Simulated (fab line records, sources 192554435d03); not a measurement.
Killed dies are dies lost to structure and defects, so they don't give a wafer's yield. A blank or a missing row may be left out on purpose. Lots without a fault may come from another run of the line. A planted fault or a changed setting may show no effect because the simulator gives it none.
Split-lot experiment | flow n5_finfet | 7 lots, 39 wafers read, on a route of 1938 steps

THE SPLIT
At N5_GATE_CUT_ALD_22 (deposits SiNx, target thk 16 nm, pulse time 1 s, ald cycles 320), the setting ald_cycles was moved away from the recipe's 320 on 12 of the 39 wafers read, by -18.1% to +59.1%. The other wafers ran this setting at the recipe's value.

The reading is taken at the split's own step.

THE READING
SiNx_of_GATE_CUT_ALD_22.thk_nm (the simulator's own value, which no gauge read), in nm, at N5_GATE_CUT_ALD_22 (deposits SiNx, target thk 16 nm, pulse time 1 s, ald cycles 320). The file gives no usual value for it. The 27 wafers here that ran the recipe average 16.0 nm, standard deviation 0.11 nm.

wafer  | tool, chamber at the split | ald_cycles as run | against the recipe | SiNx_of_GATE_CUT_ALD_22.thk_nm, nm | against lot-mates on the recipe
L079.1 | ald_sin-04, 0,1,0          | 460               | +43.8%             | 23                                 | +6.9
L079.2 | ald_sin-04, 0,1,0          | 460               | +43.8%             | 23                                 | +6.9
L079.5 | ald_sin-04, 0,1,0          | 460               | +43.8%             | 23                                 | +6.9
L079.3 | ald_sin-04, 3              | 320               | recipe             | 16.2                               | -
L079.4 | ald_sin-04, 2,1            | 320               | recipe             | 16                                 | -
L079.6 | ald_sin-04, 2,1            | 320               | recipe             | 16                                 | -
L084.2 | ald_sin-04, 1,0,3          | 320               | recipe             | 16                                 | -
L084.4 | ald_sin-04, 1,0,3          | 320               | recipe             | 16                                 | -
L084.5 | ald_sin-04, 1,0,3          | 320               | recipe             | 16                                 | -
L087.1 | ald_sin-02, 0,2,2,0        | 320               | recipe             | 16                                 | -
L087.2 | ald_sin-02, 0,2,2,0        | 320               | recipe             | 16                                 | -
L087.5 | ald_sin-02, 0,2,2,0        | 320               | recipe             | 16                                 | -
L087.6 | ald_sin-02, 0,2,2,0        | 320               | recipe             | 16                                 | -
L087.3 | ald_sin-02, 1              | 320               | recipe             | 15.8                               | -
L087.4 | ald_sin-02, 1              | 320               | recipe             | 15.8                               | -
L090.1 | ald_sin-04, 1,0            | 266               | -16.9%             | 13.4                               | -2.6
L090.3 | ald_sin-04, 1,0            | 266               | -16.9%             | 13.4                               | -2.6
L090.2 | ald_sin-04, 2,3,1          | 320               | recipe             | 16                                 | -
L090.4 | ald_sin-04, 2,3,1          | 320               | recipe             | 16                                 | -
L090.5 | ald_sin-04, 2,3,1          | 320               | recipe             | 16                                 | -
L090.6 | ald_sin-04, 2              | 266               | -16.9%             | 13.2                               | -2.8
L092.1 | ald_sin-01, 2,3,0          | 509               | +59.1%             | 25.4                               | +9.4
L092.3 | ald_sin-01, 2,3,0          | 509               | +59.1%             | 25.4                               | +9.4
L092.4 | ald_sin-01, 2,3,0          | 509               | +59.1%             | 25.4                               | +9.4
L092.2 | ald_sin-01, 1,0,1          | 320               | recipe             | 16                                 | -
L092.5 | ald_sin-01, 1,0,1          | 320               | recipe             | 16                                 | -
L092.6 | ald_sin-01, 1,0,1          | 320               | recipe             | 16                                 | -
L094.1 | ald_sin-01, 1,0            | 320               | recipe             | 16.2                               | -
L094.3 | ald_sin-01, 1,0            | 320               | recipe             | 16.2                               | -
L094.2 | ald_sin-01, 3,2,0          | 262               | -18.1%             | 13.2                               | -2.9
L094.4 | ald_sin-01, 3,2,0          | 262               | -18.1%             | 13.2                               | -2.9
L094.5 | ald_sin-01, 3,2,0          | 262               | -18.1%             | 13.2                               | -2.9
L094.6 | ald_sin-01, 3              | 320               | recipe             | 16                                 | -
L096.1 | ald_sin-04, 1,3,3          | 320               | recipe             | 16                                 | -
L096.2 | ald_sin-04, 1,3,3          | 320               | recipe             | 16                                 | -
L096.5 | ald_sin-04, 1,3,3          | 320               | recipe             | 16                                 | -
L096.3 | ald_sin-04, 2              | 320               | recipe             | 15.8                               | -
L096.4 | ald_sin-04, 0              | 320               | recipe             | 16.2                               | -
L096.6 | ald_sin-04, 0              | 320               | recipe             | 16.2                               | -
Where a row lists several chambers, the file gives one row for several wafers and doesn't say which wafer went through which chamber.

THE FIT
A straight line over all 39 wafers: SiNx_of_GATE_CUT_ALD_22.thk_nm changes by +0.159 nm for each +1% of ald_cycles; r = +1.00; the points scatter about the line by 0.098 nm.
The same after taking each lot's own level away (the mean of its wafers on the recipe; 39 wafers): +0.159 nm for each +1%; r = +1.00; scatter 0.083 nm.
On that fit, the largest move of ald_cycles shifts the reading by 9.4 nm.
The lots' own levels span 15.93 to 16.13 nm, that is 1.9 times the standard deviation above.
So the lot-to-lot level changes the slope little: the two slopes agree.
Check: with one of the wafers moved furthest among these (+59.1%) left out of the fit, the line predicts +9.39 nm for it against its lot-mates. It came out at +9.4 nm against them.

OTHER SPLITS ON THESE WAFERS
These wafers also went through other splits before the reading. Each is held against what the fit with the lots' levels taken away leaves over:
other split on the same wafers       | wafers away from the commonest value | r with SiNx_of_GATE_CUT_ALD_22.thk_nm (lot level and that fit taken away)
N5_FIN_SAQP_ETCH_65 time_s           | 12                                   | +0.19
N5_SD_EPI_P_EPI_21 epi_growth_time_s | 18                                   | +0.17

THE FILE'S OWN FIT
SiNx_of_GATE_CUT_ALD_22.thk_nm changes by +0.159 nm for each +1% of ald_cycles, r = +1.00.
